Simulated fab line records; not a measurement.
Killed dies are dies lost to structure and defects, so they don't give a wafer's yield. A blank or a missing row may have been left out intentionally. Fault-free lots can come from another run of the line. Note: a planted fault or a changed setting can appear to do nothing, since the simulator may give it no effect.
3 desks looking at one fault    flow n5Finfet    each desk holds nothing but its own numbers, with what lay behind them at the end

## DESK OF THE TOOL OWNER: rieDiel-06
The tool's own readings at N5_BEOL_M15_STRIP_64 (strips in O2): means of the sampled wafers that have a number, for each lot that ran on this tool. A lot is out of limits, marked OUT, if its mean lies more than 4 standard deviations from the usual mean; the brackets give that distance.
Columns: A = chamberPressureMTorr at N5_BEOL_M15_STRIP_64, usual 29.997 mTorr; B = drypumpMotorCurrentA at N5_BEOL_M15_STRIP_64, usual 5.5 A; C = oesProductAu at N5_BEOL_M15_STRIP_64, usual 0.80 a.u.; D = rfVppV at N5_BEOL_M15_STRIP_64, usual 3.7 V; E = showerheadPlenumPTorr at N5_BEOL_M15_STRIP_64, usual 2.09 Torr; F = throttleValvePct at N5_BEOL_M15_STRIP_64, usual 16.66 %
lot   first seen here  A       B    C     D    E     F
L897  day 12 06:00     29.994  5.6  0.79  3.5  2.14  16.74
L916  day 17 07:00     29.979  5.4  0.84  3.3  2.07  16.70
Result from this desk: across the 2 lots, nothing is out of limits.

## THE DEFECT DESK
For each lot, the counts of the inspections along the route, averaged over the sampled wafers that have a number. A lot is out of limits, marked OUT, if its mean lies more than 4 standard deviations from the usual mean; the brackets give that distance.
Columns: A = rawDefectCount at N5_BEOL_M15_INSPECT_12, usual 2.1
lot   first seen here  A
L897  day 12 05:57     1.0
L903  day 14 07:11     1.3
L904  day 14 07:50     1.0
L906  day 14 11:33     1.3
L908  day 15 03:34     1.7
L913  day 16 08:52     2.0
L916  day 17 06:47     2.0
Result from this desk: across the 7 lots, nothing is out of limits.

## AT THE METROLOGY DESK
What the gauges read, lot by lot, whatever tool the lot ran on: means of the sampled wafers that have a number. A lot is out of limits, marked OUT, if its mean lies more than 4 standard deviations from the usual mean; the brackets give that distance.
Columns: A = cdNm at N5_BEOL_M15_CD_MEAS_10, usual 359.8 nm; B = V14_OVL at N5_BEOL_M15_OVL_MEAS_11, usual -3 nm
lot   first seen here  A      B
L897  day 12 05:53     359.2  -11
L903  day 14 07:07     359.9  -7
L904  day 14 07:47     360.1  -6
L906  day 14 11:30     359.7  -4
L908  day 15 03:31     358.7  10
L913  day 16 08:49     358.9  -5
L916  day 17 06:44     360.3  0
Result from this desk: across the 7 lots, nothing is out of limits.

## TAKEN TOGETHER
Nothing out of limits was seen by the tool owner's desk.
Nothing the defect desk looked at was out of limits.
Metrology desk: nothing out of limits seen.

## WHAT WAS PUT IN BY THE SIMULATOR
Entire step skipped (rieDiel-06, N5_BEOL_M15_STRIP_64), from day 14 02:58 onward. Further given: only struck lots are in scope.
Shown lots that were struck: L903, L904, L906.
